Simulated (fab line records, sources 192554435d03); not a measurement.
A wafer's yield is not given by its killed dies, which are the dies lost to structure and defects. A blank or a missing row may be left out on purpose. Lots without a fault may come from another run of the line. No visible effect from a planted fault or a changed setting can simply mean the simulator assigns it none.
What tool caused it? :: flow n5-finfet :: 24 lots with 72 wafers sampled at 3 steps, on a route of 1938 steps

## WHAT THE GAUGES READ, wafer by wafer
N5_BEOL_M13_CD_MEAS_17 targets a cd of 190 nm.
lot: L075
measured: day 11 04:52
on: cd-sem-03
cd-nm (nm): 188.7 190.1 190.4

lot: L077
measured: day 11 05:11
on: cd-sem-03
cd-nm (nm): 189.4 190.3 192.0

lot: L074
measured: day 11 05:35
on: cd-sem-02
cd-nm (nm): 189.3 189.3 190.2

lot: L076
measured: day 11 13:13
on: cd-sem-02
cd-nm (nm): 191.1 191.7 191.6

lot: L078
measured: day 11 21:05
on: cd-sem-01
cd-nm (nm): 190.9 191.2 190.9

lot: L081
measured: day 12 01:44
on: cd-sem-01
cd-nm (nm): 191.1 189.3 191.1

lot: L080
measured: day 12 06:07
on: cd-sem-01
cd-nm (nm): 193.1 192.1 191.6

lot: L079
measured: day 12 06:27
on: cd-sem-01
cd-nm (nm): 191.2 189.9 189.9

lot: L082
measured: day 12 14:07
on: cd-sem-02
cd-nm (nm): 189.8 190.0 189.4

lot: L083
measured: day 13 01:22
on: cd-sem-03
cd-nm (nm): 191.8 192.3 192.4

lot: L085
measured: day 13 15:25
on: cd-sem-01
cd-nm (nm): 189.7 189.7 191.0

lot: L084
measured: day 13 17:00
on: cd-sem-02
cd-nm (nm): 189.8 190.3 192.5

lot: L086
measured: day 13 17:37
on: cd-sem-02
cd-nm (nm): 189.2 190.2 188.1

lot: L088
measured: day 13 22:10
on: cd-sem-02
cd-nm (nm): 192.1 192.8 191.7

lot: L087
measured: day 14 02:24
on: cd-sem-02
cd-nm (nm): 191.5 191.8 191.7

lot: L089
measured: day 14 10:49
on: cd-sem-01
cd-nm (nm): 193.7 192.9 191.5

lot: L091
measured: day 14 20:49
on: cd-sem-02
cd-nm (nm): 189.3 190.6 191.0

lot: L090
measured: day 14 21:17
on: cd-sem-03
cd-nm (nm): 190.9 189.4 190.6

lot: L092
measured: day 15 06:10
on: cd-sem-01
cd-nm (nm): 191.6 191.2 190.3

lot: L093
measured: day 15 15:49
on: cd-sem-02
cd-nm (nm): 188.2 190.4 187.5

lot: L094
measured: day 15 20:45
on: cd-sem-02
cd-nm (nm): 189.1 188.9 188.9

lot: L095
measured: day 16 14:23
on: cd-sem-01
cd-nm (nm): 189.3 189.1 189.7

lot: L096
measured: day 16 15:47
on: cd-sem-02
cd-nm (nm): 188.3 190.3 189.6

lot: L097
measured: day 16 18:43
on: cd-sem-01
cd-nm (nm): 190.9 190.7 190.4

N5_BEOL_M13_CD_MEAS_28 targets a cd of 209.5 nm.
lot: L075
measured: day 11 05:11
on: cd-sem-03
cd-nm (nm): 209.5 208.6 208.4

lot: L077
measured: day 11 05:30
on: cd-sem-01
cd-nm (nm): 209.7 209.8 208.4

lot: L074
measured: day 11 05:55
on: cd-sem-02
cd-nm (nm): 210.1 209.2 210.1

lot: L076
measured: day 11 13:33
on: cd-sem-03
cd-nm (nm): 208.6 208.2 209.3

lot: L078
measured: day 11 21:32
on: cd-sem-01
cd-nm (nm): 210.1 208.9 208.7

lot: L081
measured: day 12 02:11
on: cd-sem-03
cd-nm (nm): 209.4 208.9 209.1

lot: L080
measured: day 12 06:27
on: cd-sem-03
cd-nm (nm): 211.0 208.6 209.8

lot: L079
measured: day 12 06:55
on: cd-sem-01
cd-nm (nm): 209.3 209.3 209.7

lot: L082
measured: day 12 14:34
on: cd-sem-01
cd-nm (nm): 209.6 208.7 208.6

lot: L083
measured: day 13 01:49
on: cd-sem-02
cd-nm (nm): 210.0 209.5 209.0

lot: L085
measured: day 13 15:52
on: cd-sem-01
cd-nm (nm): 208.8 209.6 209.4

lot: L084
measured: day 13 17:20
on: cd-sem-02
cd-nm (nm): 210.0 208.9 209.7

lot: L086
measured: day 13 17:56
on: cd-sem-01
cd-nm (nm): 210.1 211.7 210.6

lot: L088
measured: day 13 22:37
on: cd-sem-01
cd-nm (nm): 207.0 209.0 208.1

lot: L087
measured: day 14 02:43
on: cd-sem-01
cd-nm (nm): 207.3 207.9 209.0

lot: L089
measured: day 14 11:16
on: cd-sem-02
cd-nm (nm): 209.6 209.3 208.0

lot: L091
measured: day 14 21:08
on: cd-sem-03
cd-nm (nm): 207.8 208.6 208.4

lot: L090
measured: day 14 21:37
on: cd-sem-02
cd-nm (nm): 210.0 209.5 209.6

lot: L092
measured: day 15 06:37
on: cd-sem-03
cd-nm (nm): 209.4 209.3 209.2

lot: L093
measured: day 15 16:08
on: cd-sem-02
cd-nm (nm): 209.0 208.1 208.3

lot: L094
measured: day 15 21:04
on: cd-sem-02
cd-nm (nm): 208.7 209.8 209.8

lot: L095
measured: day 16 14:43
on: cd-sem-01
cd-nm (nm): 208.5 208.3 209.1

lot: L096
measured: day 16 16:07
on: cd-sem-02
cd-nm (nm): 209.9 209.8 208.4

lot: L097
measured: day 16 19:10
on: cd-sem-01
cd-nm (nm): 210.2 209.0 210.7

## WHAT TOOL EACH LOT RAN ON (gives the tool, then ch and the chambers of the sampled wafers, and finally the start)
lot: L075
N5_BEOL_M13_VIA_ETCH_16: rie-diel-03 ch 1,2, day 11 04:25

lot: L077
N5_BEOL_M13_VIA_ETCH_16: rie-diel-06 ch 0,2,3, day 11 04:47

lot: L074
N5_BEOL_M13_VIA_ETCH_16: rie-diel-03 ch 0,1, day 11 05:06

lot: L076
N5_BEOL_M13_VIA_ETCH_16: rie-diel-01 ch 0,1, day 11 12:46

lot: L078
N5_BEOL_M13_VIA_ETCH_16: rie-diel-01 ch 0,3, day 11 20:36

lot: L081
N5_BEOL_M13_VIA_ETCH_16: rie-diel-06 ch 1,3, day 12 01:18

lot: L080
N5_BEOL_M13_VIA_ETCH_16: rie-diel-01 ch 0,3, day 12 05:41

lot: L079
N5_BEOL_M13_VIA_ETCH_16: rie-diel-03 ch 0,3, day 12 06:01

lot: L082
N5_BEOL_M13_VIA_ETCH_16: rie-diel-03 ch 0,1,2, day 12 13:40

lot: L083
N5_BEOL_M13_VIA_ETCH_16: rie-diel-01 ch 1,2, day 13 00:55

lot: L085
N5_BEOL_M13_VIA_ETCH_16: rie-diel-03 ch 0,2,3, day 13 14:58

lot: L084
N5_BEOL_M13_VIA_ETCH_16: rie-diel-01 ch 1,2,3, day 13 16:31

lot: L086
N5_BEOL_M13_VIA_ETCH_16: rie-diel-06 ch 0,2,3, day 13 17:10

lot: L088
N5_BEOL_M13_VIA_ETCH_16: rie-diel-01 ch 0,1,3, day 13 21:41

lot: L087
N5_BEOL_M13_VIA_ETCH_16: rie-diel-03 ch 2,3, day 14 01:57

lot: L089
N5_BEOL_M13_VIA_ETCH_16: rie-diel-01 ch 1,2, day 14 10:19

lot: L091
N5_BEOL_M13_VIA_ETCH_16: rie-diel-03 ch 0,2,3, day 14 20:22

lot: L090
N5_BEOL_M13_VIA_ETCH_16: rie-diel-01 ch 1,2, day 14 20:50

lot: L092
N5_BEOL_M13_VIA_ETCH_16: rie-diel-03 ch 0,1, day 15 05:44

lot: L093
N5_BEOL_M13_VIA_ETCH_16: rie-diel-01 ch 0,1,3, day 15 15:22

lot: L094
N5_BEOL_M13_VIA_ETCH_16: rie-diel-03 ch 0,1,3, day 15 20:17

lot: L095
N5_BEOL_M13_VIA_ETCH_16: rie-diel-01 ch 1,3, day 16 13:57

lot: L096
N5_BEOL_M13_VIA_ETCH_16: rie-diel-06 ch 0,1,3, day 16 15:20

lot: L097
N5_BEOL_M13_VIA_ETCH_16: rie-diel-03 ch 0,2,3, day 16 18:23
- N5_BEOL_M13_VIA_ETCH_16: etches SiOC in C4F8/O2/Ar, target depth 921.7 nm.

## AS READ BY THE TOOLS THEMSELVES (means over the sampled wafers that have a number; for cases with no such wafer, the mark the record gives instead)
N5_BEOL_M13_VIA_ETCH_16.
lot: L075
tool: rie-diel-03
chamber-pressure-mTorr (mTorr): 30.00
drypump-motor-current-A (A): 6.0
oes-product-au (a.u.): 0.65
rf-vpp-V (V): 668.3
showerhead-plenum-p-Torr (Torr): 3.51
throttle-valve-pct (%): 24.20

lot: L077
tool: rie-diel-06
chamber-pressure-mTorr (mTorr): 29.98
drypump-motor-current-A (A): 5.9
oes-product-au (a.u.): 0.73
rf-vpp-V (V): 666.4
showerhead-plenum-p-Torr (Torr): 3.44
throttle-valve-pct (%): 24.12

lot: L074
tool: rie-diel-03
chamber-pressure-mTorr (mTorr): 29.98
drypump-motor-current-A (A): 5.7
oes-product-au (a.u.): 0.65
rf-vpp-V (V): 668.4
showerhead-plenum-p-Torr (Torr): 3.52
throttle-valve-pct (%): 24.15

lot: L076
tool: rie-diel-01
chamber-pressure-mTorr (mTorr): 30.01
drypump-motor-current-A (A): 5.6
oes-product-au (a.u.): 0.73
rf-vpp-V (V): 669.7
showerhead-plenum-p-Torr (Torr): 3.57
throttle-valve-pct (%): 24.07

lot: L078
tool: rie-diel-01
chamber-pressure-mTorr (mTorr): 29.99
drypump-motor-current-A (A): 6.4
oes-product-au (a.u.): 0.69
rf-vpp-V (V): 667.4
showerhead-plenum-p-Torr (Torr): 3.46
throttle-valve-pct (%): 24.07

lot: L081
tool: rie-diel-06
chamber-pressure-mTorr (mTorr): 30.03
drypump-motor-current-A (A): 6.0
oes-product-au (a.u.): 0.79
rf-vpp-V (V): 667.0
showerhead-plenum-p-Torr (Torr): 3.47
throttle-valve-pct (%): 23.84

lot: L080
tool: rie-diel-01
chamber-pressure-mTorr (mTorr): 29.97
drypump-motor-current-A (A): 6.0
oes-product-au (a.u.): 0.70
rf-vpp-V (V): 664.4
showerhead-plenum-p-Torr (Torr): 3.38
throttle-valve-pct (%): 24.03

lot: L079
tool: rie-diel-03
chamber-pressure-mTorr (mTorr): 30.00
drypump-motor-current-A (A): 5.6
oes-product-au (a.u.): 0.74
rf-vpp-V (V): 667.8
showerhead-plenum-p-Torr (Torr): 3.49
throttle-valve-pct (%): 23.97

lot: L082
tool: rie-diel-03
chamber-pressure-mTorr (mTorr): 29.99
drypump-motor-current-A (A): 5.7
oes-product-au (a.u.): 0.64
rf-vpp-V (V): 668.0
showerhead-plenum-p-Torr (Torr): 3.51
throttle-valve-pct (%): 24.11

lot: L083
tool: rie-diel-01
chamber-pressure-mTorr (mTorr): 29.99
drypump-motor-current-A (A): 5.1
oes-product-au (a.u.): 0.79
rf-vpp-V (V): 669.7
showerhead-plenum-p-Torr (Torr): 3.55
throttle-valve-pct (%): 24.05

lot: L085
tool: rie-diel-03
chamber-pressure-mTorr (mTorr): 29.99
drypump-motor-current-A (A): 5.6
oes-product-au (a.u.): 0.67
rf-vpp-V (V): 667.9
showerhead-plenum-p-Torr (Torr): 3.49
throttle-valve-pct (%): 24.03

lot: L084
tool: rie-diel-01
chamber-pressure-mTorr (mTorr): 30.02
drypump-motor-current-A (A): 5.4
oes-product-au (a.u.): 0.77
rf-vpp-V (V): 667.2
showerhead-plenum-p-Torr (Torr): 3.46
throttle-valve-pct (%): 24.03

lot: L086
tool: rie-diel-06
chamber-pressure-mTorr (mTorr): 29.96
drypump-motor-current-A (A): 5.9
oes-product-au (a.u.): 0.70
rf-vpp-V (V): 666.1
showerhead-plenum-p-Torr (Torr): 3.43
throttle-valve-pct (%): 24.15

lot: L088
tool: rie-diel-01
chamber-pressure-mTorr (mTorr): 29.98
drypump-motor-current-A (A): 5.8
oes-product-au (a.u.): 0.70
rf-vpp-V (V): 667.5
showerhead-plenum-p-Torr (Torr): 3.47
throttle-valve-pct (%): 24.06

lot: L087
tool: rie-diel-03
chamber-pressure-mTorr (mTorr): 30.01
drypump-motor-current-A (A): 5.9
oes-product-au (a.u.): 0.67
rf-vpp-V (V): 667.4
showerhead-plenum-p-Torr (Torr): 3.48
throttle-valve-pct (%): 24.15

lot: L089
tool: rie-diel-01
chamber-pressure-mTorr (mTorr): 30.00
drypump-motor-current-A (A): 5.1
oes-product-au (a.u.): 0.77
rf-vpp-V (V): 669.7
showerhead-plenum-p-Torr (Torr): 3.55
throttle-valve-pct (%): 24.06

lot: L091
tool: rie-diel-03
chamber-pressure-mTorr (mTorr): 30.00
drypump-motor-current-A (A): 5.7
oes-product-au (a.u.): 0.67
rf-vpp-V (V): 668.2
showerhead-plenum-p-Torr (Torr): 3.49
throttle-valve-pct (%): 24.05

lot: L090
tool: rie-diel-01
chamber-pressure-mTorr (mTorr): 30.03
drypump-motor-current-A (A): 5.1
oes-product-au (a.u.): 0.76
rf-vpp-V (V): 669.7
showerhead-plenum-p-Torr (Torr): 3.55
throttle-valve-pct (%): 24.07

lot: L092
tool: rie-diel-03
chamber-pressure-mTorr (mTorr): 30.01
drypump-motor-current-A (A): 5.5
oes-product-au (a.u.): 0.63
rf-vpp-V (V): 668.3
showerhead-plenum-p-Torr (Torr): 3.50
throttle-valve-pct (%): 24.03

lot: L093
tool: rie-diel-01
chamber-pressure-mTorr (mTorr): 29.96
drypump-motor-current-A (A): 5.8
oes-product-au (a.u.): 0.69
rf-vpp-V (V): 666.2
showerhead-plenum-p-Torr (Torr): 3.46
throttle-valve-pct (%): 24.09

lot: L094
tool: rie-diel-03
chamber-pressure-mTorr (mTorr): 29.99
drypump-motor-current-A (A): 5.6
oes-product-au (a.u.): 0.67
rf-vpp-V (V): 666.9
showerhead-plenum-p-Torr (Torr): 3.48
throttle-valve-pct (%): 24.09

lot: L095
tool: rie-diel-01
chamber-pressure-mTorr (mTorr): 30.01
drypump-motor-current-A (A): 5.5
oes-product-au (a.u.): 0.71
rf-vpp-V (V): 665.2
showerhead-plenum-p-Torr (Torr): 3.38
throttle-valve-pct (%): 24.03

lot: L096
tool: rie-diel-06
chamber-pressure-mTorr (mTorr): 30.02
drypump-motor-current-A (A): 5.7
oes-product-au (a.u.): 0.74
rf-vpp-V (V): 667.3
showerhead-plenum-p-Torr (Torr): 3.49
throttle-valve-pct (%): 23.89

lot: L097
tool: rie-diel-03
chamber-pressure-mTorr (mTorr): 30.00
drypump-motor-current-A (A): 5.7
oes-product-au (a.u.): 0.74
rf-vpp-V (V): 667.9
showerhead-plenum-p-Torr (Torr): 3.48
throttle-valve-pct (%): 23.96

## THE ANSWER, worked out from the rows above alone
Rule: the lots themselves supply what counts as usual. The widest of any qualifying gaps counts: lots, ordered by their means at a reading, are off when they make up no more than a third of the lots, leave a main group of 4 or more, and stand apart from it by 3 or more times the standard deviation of that group's means. A main group whose means are all the same, to the digits that the tables above print for the reading, isn't used. A lot without any number at a reading at which 4 lots or more have one is off too. The other lots that the step has rows for count as sound. The gauges are gone through in route order, then the tools' own readings, and for those a lot's mean is taken as printed above. At the first step where some lot is off, the reading lying furthest off is the one used; lots without a number count as furthest.
Nothing can be told from this: no lot is off at any reading shown.

## WHAT WAS PUT IN BY THE SIMULATOR
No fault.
